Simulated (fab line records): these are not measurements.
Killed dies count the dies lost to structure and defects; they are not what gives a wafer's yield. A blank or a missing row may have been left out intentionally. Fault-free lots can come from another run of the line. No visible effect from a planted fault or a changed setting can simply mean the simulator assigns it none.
Which of the tools did it? + flow n5Finfet + Sampling: 23 lots, 69 wafers, 3 of 1938 route steps

== WHAT THE GAUGES READ, wafer by wafer ==
N5_SDB_THK_MEAS_31.
| lot  | measured    | on           | SDB_THK (nm)   |
|------|-------------|--------------|----------------|
| L074 | day 4 00:37 | filmMetro-02 | 62.7 64.4 63.9 |
| L076 | day 4 08:44 | filmMetro-02 | 63.8 63.9 63.9 |
| L075 | day 4 11:50 | filmMetro-02 | 64.7 65.5 66.0 |
| L077 | day 4 17:06 | filmMetro-02 | 63.0 63.0 63.4 |
| L078 | day 5 13:06 | filmMetro-02 | 64.8 62.5 63.1 |
| L080 | day 5 15:58 | filmMetro-01 | 65.9 66.1 64.7 |
| L081 | day 5 19:22 | filmMetro-01 | 64.4 63.6 64.3 |
| L082 | day 5 20:40 | filmMetro-01 | 66.2 63.8 64.2 |
| L083 | day 6 04:02 | filmMetro-01 | 63.3 63.6 63.5 |
| L084 | day 6 11:13 | filmMetro-02 | 64.3 63.9 64.2 |
| L085 | day 6 13:20 | filmMetro-01 | 64.2 64.2 64.9 |
| L086 | day 7 05:23 | filmMetro-02 | 64.8 64.1 64.8 |
| L087 | day 7 07:39 | filmMetro-02 | 65.4 64.5 65.1 |
| L088 | day 7 11:07 | filmMetro-02 | 63.7 63.9 63.5 |
| L089 | day 7 16:43 | filmMetro-01 | 66.1 65.8 65.1 |
| L090 | day 7 22:15 | filmMetro-02 | 64.9 62.9 63.4 |
| L091 | day 8 04:08 | filmMetro-02 | 63.8 62.7 63.7 |
| L092 | day 8 08:47 | filmMetro-02 | 63.7 64.2 63.2 |
| L093 | day 8 17:38 | filmMetro-02 | 64.0 66.0 64.0 |
| L094 | day 9 00:11 | filmMetro-02 | 65.3 65.4 64.4 |
| L095 | day 9 04:32 | filmMetro-02 | 64.6 65.1 65.1 |
| L096 | day 9 16:35 | filmMetro-02 | 64.9 66.0 63.6 |
| L097 | day 9 19:42 | filmMetro-02 | 63.7 64.6 63.9 |

== EACH LOT AND THE TOOL THAT RAN IT (in order: tool; ch and the chambers of the sampled wafers; start) ==
| lot  | N5_ILD0_CMP_07               | N5_ILD0_ALD_15                  |
|------|------------------------------|---------------------------------|
| L074 | cmp-02 ch 0,1,3, day 3 16:14 | aldSin-04 ch 1,2,3, day 3 17:20 |
| L076 | cmp-01 ch 0,1,3, day 4 00:47 | aldSin-02 ch 0,2, day 4 01:48   |
| L075 | cmp-02 ch 0,2,3, day 4 03:48 | aldSin-04 ch 0,2,3, day 4 04:42 |
| L077 | cmp-02 ch 0,3, day 4 09:11   | aldSin-01 ch 0,1,3, day 4 10:10 |
| L078 | cmp-02 ch 1,2,3, day 5 04:41 | aldSin-01 ch 0,1,3, day 5 05:42 |
| L080 | cmp-03 ch 2,3, day 5 05:05   | aldSin-01 ch 0,1,2, day 5 07:52 |
| L081 | cmp-01 ch 0,1,3, day 5 11:11 | aldSin-04 ch 0,3, day 5 12:21   |
| L082 | cmp-03 ch 1,3, day 5 12:19   | aldSin-01 ch 1,2,3, day 5 13:26 |
| L083 | cmp-02 ch 1,2,3, day 5 19:51 | aldSin-04 ch 0,1,2, day 5 20:52 |
| L084 | cmp-03 ch 0,1,3, day 6 03:01 | aldSin-02 ch 0,1,2, day 6 04:22 |
| L085 | cmp-01 ch 0,2,3, day 6 05:29 | aldSin-01 ch 1,2,3, day 6 06:30 |
| L086 | cmp-03 ch 0,1,2, day 6 21:38 | aldSin-02 ch 0,2,3, day 6 22:35 |
| L087 | cmp-02 ch 0,2, day 6 22:52   | aldSin-01 ch 1,2,3, day 7 00:19 |
| L088 | cmp-02 ch 0,2, day 7 02:29   | aldSin-04 ch 0,1,2, day 7 03:48 |
| L089 | cmp-03 ch 1,3, day 7 08:34   | aldSin-01 ch 0,1,3, day 7 09:34 |
| L090 | cmp-02 ch 0,2,3, day 7 13:53 | aldSin-01 ch 1,2,3, day 7 15:04 |
| L091 | cmp-02 ch 0,1,2, day 7 19:29 | aldSin-01 ch 1,3, day 7 20:44   |
| L092 | cmp-01 ch 1,2,3, day 8 00:43 | aldSin-02 ch 1,2,3, day 8 01:38 |
| L093 | cmp-01 ch 1,3, day 8 08:57   | aldSin-01 ch 1,3, day 8 10:25   |
| L094 | cmp-03 ch 0,1,3, day 8 15:41 | aldSin-01 ch 0,2,3, day 8 16:57 |
| L095 | cmp-01 ch 2,3, day 8 20:23   | aldSin-01 ch 0,3, day 8 21:44   |
| L096 | cmp-02 ch 2,3, day 9 07:59   | aldSin-02 ch 0,1, day 9 09:05   |
| L097 | cmp-03 ch 0,3, day 9 11:49   | aldSin-01 ch 1,2,3, day 9 12:47 |
- N5_ILD0_CMP_07: polishes SiO2 flowable, stops on poly-Si, t overpolish 1.18 s, target thk 138.88 nm.
- N5_ILD0_ALD_15: deposits SiNx, target thk 24 nm, pulse time 1 s, ald cycles 480.

== AS READ BY THE TOOLS THEMSELVES (means over the sampled wafers that have a number; for cases with no such wafer, the mark the record gives instead) ==
N5_ILD0_CMP_07.
| lot  | tool   | motorCurrentA (A) | slurryFilterDpKPa (kPa) |
|------|--------|-------------------|-------------------------|
| L074 | cmp-02 | 11.2              | 13.40                   |
| L076 | cmp-01 | 12.8              | 13.60                   |
| L075 | cmp-02 | 10.5              | 13.54                   |
| L077 | cmp-02 | 10.3              | 13.40                   |
| L078 | cmp-02 | 11.3              | 13.55                   |
| L080 | cmp-03 | 13.4              | 13.53                   |
| L081 | cmp-01 | 12.8              | 13.47                   |
| L082 | cmp-03 | 13.2              | 13.45                   |
| L083 | cmp-02 | 11.5              | 13.54                   |
| L084 | cmp-03 | 12.8              | 13.52                   |
| L085 | cmp-01 | 12.1              | 13.52                   |
| L086 | cmp-03 | 12.1              | 13.63                   |
| L087 | cmp-02 | 11.1              | 13.53                   |
| L088 | cmp-02 | 11.1              | 13.44                   |
| L089 | cmp-03 | 13.7              | 13.47                   |
| L090 | cmp-02 | 11.1              | 13.50                   |
| L091 | cmp-02 | 11.7              | 13.52                   |
| L092 | cmp-01 | 12.2              | 13.52                   |
| L093 | cmp-01 | 12.9              | 13.51                   |
| L094 | cmp-03 | 13.0              | 13.43                   |
| L095 | cmp-01 | 12.7              | 13.51                   |
| L096 | cmp-02 | 11.0              | 13.58                   |
| L097 | cmp-03 | 13.7              | 13.51                   |

N5_ILD0_ALD_15.
| lot  | tool      | heaterPowerW (W) | precursorPulseHeightRel |
|------|-----------|------------------|-------------------------|
| L074 | aldSin-04 | 916              | 1.009                   |
| L076 | aldSin-02 | 852              | 1.001                   |
| L075 | aldSin-04 | 889              | 0.978                   |
| L077 | aldSin-01 | 938              | 0.986                   |
| L078 | aldSin-01 | 915              | 0.987                   |
| L080 | aldSin-01 | 907              | 1.000                   |
| L081 | aldSin-04 | 866              | 1.011                   |
| L082 | aldSin-01 | 910              | 1.008                   |
| L083 | aldSin-04 | 900              | 1.010                   |
| L084 | aldSin-02 | 895              | 1.001                   |
| L085 | aldSin-01 | 941              | 0.994                   |
| L086 | aldSin-02 | 808              | 1.000                   |
| L087 | aldSin-01 | 913              | 0.991                   |
| L088 | aldSin-04 | 912              | 0.999                   |
| L089 | aldSin-01 | 928              | 1.024                   |
| L090 | aldSin-01 | 935              | 1.002                   |
| L091 | aldSin-01 | 937              | 1.007                   |
| L092 | aldSin-02 | 793              | 0.996                   |
| L093 | aldSin-01 | 929              | 0.994                   |
| L094 | aldSin-01 | 915              | 0.996                   |
| L095 | aldSin-01 | 940              | 0.997                   |
| L096 | aldSin-02 | 905              | 0.975                   |
| L097 | aldSin-01 | 935              | 0.991                   |

== THE ANSWER, worked out from the rows above alone ==
Rule: the usual values come from the lots themselves. The widest of any qualifying gaps counts: lots, ordered by their means at a reading, are off when they make up no more than a third of the lots, leave a main group of 4 or more, and stand apart from it by 3 or more times the standard deviation of that group's means. A main group whose means are all the same, to the digits that the tables above print for the reading, isn't used. A lot without any number at a reading at which 4 lots or more have one is off too. Any other lot the step has rows for is counted as sound. Order of review: gauges by route order, followed by the tools' own readings, for which a lot's mean as printed above is used. The first step at which some lot is off is used, and at that step the reading that is off furthest; a lot without a number counts as furthest.
No lot is off on any of the readings shown, so nothing can be concluded from this.

== WHAT THE SIMULATOR HAD INSERTED ==
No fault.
